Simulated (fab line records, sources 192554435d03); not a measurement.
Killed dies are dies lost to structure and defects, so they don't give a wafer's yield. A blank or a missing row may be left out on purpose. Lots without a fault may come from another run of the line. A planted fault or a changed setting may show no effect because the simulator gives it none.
Chamber matching | flow n5_finfet | N5_BEOL_M15_TRENCH_ETCH_34 on rie_diel-03: 4 sister chambers
The step etches SiO2 in C4F8/O2/Ar, target depth 872.93 nm, time 199 s. 8 wafers are shown with their chamber, then 7 later ones without.

WAFERS WITH THEIR CHAMBER
wafer  | chamber | drypump_motor_current_A (A) | rf_vpp_V (V)
L075.4 | 1       | 5.2                         | 2221
L083.5 | 3       | 6.2                         | 2233
L083.6 | 2       | 5.4                         | 2244
L085.2 | 1       | 5.3                         | 2217
L085.3 | 0       | 5.6                         | 2212
L085.6 | 2       | 5.4                         | 2244
L090.1 | 0       | 5.6                         | 2209
L090.3 | 3       | 6.2                         | 2234

WAFERS WITHOUT THEIR CHAMBER
wafer  | drypump_motor_current_A (A) | rf_vpp_V (V)
L090.6 | 6.2                         | 2232
L095.2 | 6.2                         | 2233
L095.4 | 5.4                         | 2245
L095.6 | 5.6                         | 2210
L097.1 | 5.4                         | 2242
L097.2 | 6.2                         | 2232
L097.5 | 5.4                         | 2243

WHICH CHAMBER EACH WENT THROUGH
wafer  | from the rows above | in truth
L090.6 | 3                   | 3
L095.2 | 3                   | 3
L095.4 | 2                   | 2
L095.6 | 0                   | 0
L097.1 | 2                   | 2
L097.2 | 3                   | 3
L097.5 | 2                   | 2
Placed correctly: 7 of 7. Can't be placed from these rows: 0. Placed wrongly: 0.
How it was worked out, from the rows above alone: a wafer's distance from a chamber is the root of the sum, over the readings, of the square of ((its reading less the chamber's mean) divided by the reading's scatter). The wafer belongs to the nearest chamber; if the next one is less than 2 further off, it can't be placed. A chamber's mean is the mean of its shown wafers. The scatter: the root of (the sum of the squares of (reading less its chamber's mean) over the shown wafers, divided by (wafers less chambers)).
